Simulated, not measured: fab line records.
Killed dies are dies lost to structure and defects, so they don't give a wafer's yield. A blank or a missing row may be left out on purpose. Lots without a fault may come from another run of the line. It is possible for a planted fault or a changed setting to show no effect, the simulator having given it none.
Chamber matching | flow n5Finfet | cmp-02 running N5_ILD0_CMP_12: 4 sister chambers
The step polishes SiNx, stops on poly-Si, t overpolish 6 s, target thk 17.67 nm. 20 wafers are shown with their chamber, then 10 later ones without.

## WAFERS WITH THEIR CHAMBER
wafer  | chamber | motorCurrentA (A) | timeToEndpointS (s) | overpolishRunS (s)
L075.2 | 0       | 7.9               | 30                  | 6.016
L075.4 | 2       | 10.2              | 28                  | 5.992
L075.5 | 1       | 11.4              | 26                  | 5.980
L077.1 | 3       | 10.5              | 31                  | 5.996
L077.2 | 1       | 11.6              | 28                  | 6.006
L077.4 | 0       | 7.6               | 31                  | 5.992
L080.2 | 1       | 11.9              | 28                  | 5.991
L080.3 | 3       | 9.5               | 33                  | 5.991
L080.4 | 2       | 10.3              | 32                  | 5.986
L083.2 | 0       | 8.3               | 31                  | 6.014
L083.5 | 1       | 11.5              | 27                  | 5.997
L083.6 | 2       | 10.3              | 27                  | 5.986
L084.1 | 2       | 10.3              | 29                  | 6.004
L084.3 | 1       | 12.4              | 27                  | 5.995
L084.5 | 3       | 10.4              | 32                  | 6.004
L088.1 | 3       | 10.4              | 27                  | 5.987
L088.4 | 1       | 11.9              | 24                  | 5.991
L088.5 | 2       | 11.2              | 29                  | 5.985
L090.1 | 1       | 11.8              | 25                  | 5.981
L090.5 | 1       | 11.8              | 26                  | 6.008

SIGNATURES (means of the wafers above)
reading         | chamber 0 | chamber 1 | chamber 2 | chamber 3 | scatter within a chamber
motorCurrentA   | 7.933     | 11.787    | 10.460    | 10.200    | 0.376
timeToEndpointS | 30.67     | 26.38     | 29.00     | 30.75     | 1.76
overpolishRunS  | 6.00733   | 5.99362   | 5.99060   | 5.99450   | 0.00969
Rule: for each reading, subtract the chamber's mean from the wafer's reading, divide by that reading's scatter and square the result; add these up over the readings and take the root, which gives the wafer's distance from the chamber. The wafer belongs to the nearest chamber; if the next one is less than 2 further off, it can't be placed. The scatter: take each reading less its chamber's mean, square it, sum over the shown wafers, divide by the number of wafers less the number of chambers, and take the root.

## WAFERS WITH NO CHAMBER GIVEN
wafer  | motorCurrentA (A) | timeToEndpointS (s) | overpolishRunS (s)
L090.6 | 7.9               | 31                  | 5.990
L076.2 | 10.3              | 29                  | 6.016
L076.3 | 7.9               | 29                  | 6.006
L076.5 | 9.9               | 26                  | 5.993
L095.1 | 9.8               | 31                  | 6.003
L095.3 | 11.8              | 27                  | 6.010
L095.6 | 10.4              | 31                  | 5.981
L097.1 | 10.2              | 34                  | 6.000
L097.3 | 11.6              | 27                  | 6.004
L097.6 | 10.0              | 32                  | 5.997

## CHAMBER TAKEN BY EACH
wafer  | from the rows above     | in truth
L090.6 | 0                       | 0
L076.2 | can't be placed: 3 or 2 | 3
L076.3 | 0                       | 0
L076.5 | can't be placed: 2 or 3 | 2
L095.1 | can't be placed: 3 or 2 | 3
L095.3 | 1                       | 1
L095.6 | can't be placed: 3 or 2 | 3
L097.1 | can't be placed: 3 or 2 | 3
L097.3 | 1                       | 1
L097.6 | can't be placed: 3 or 2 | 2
Placed correctly: 4 of 10. These rows do not allow placing 6 (true chamber among the candidates in 6). Number placed wrongly: 0.
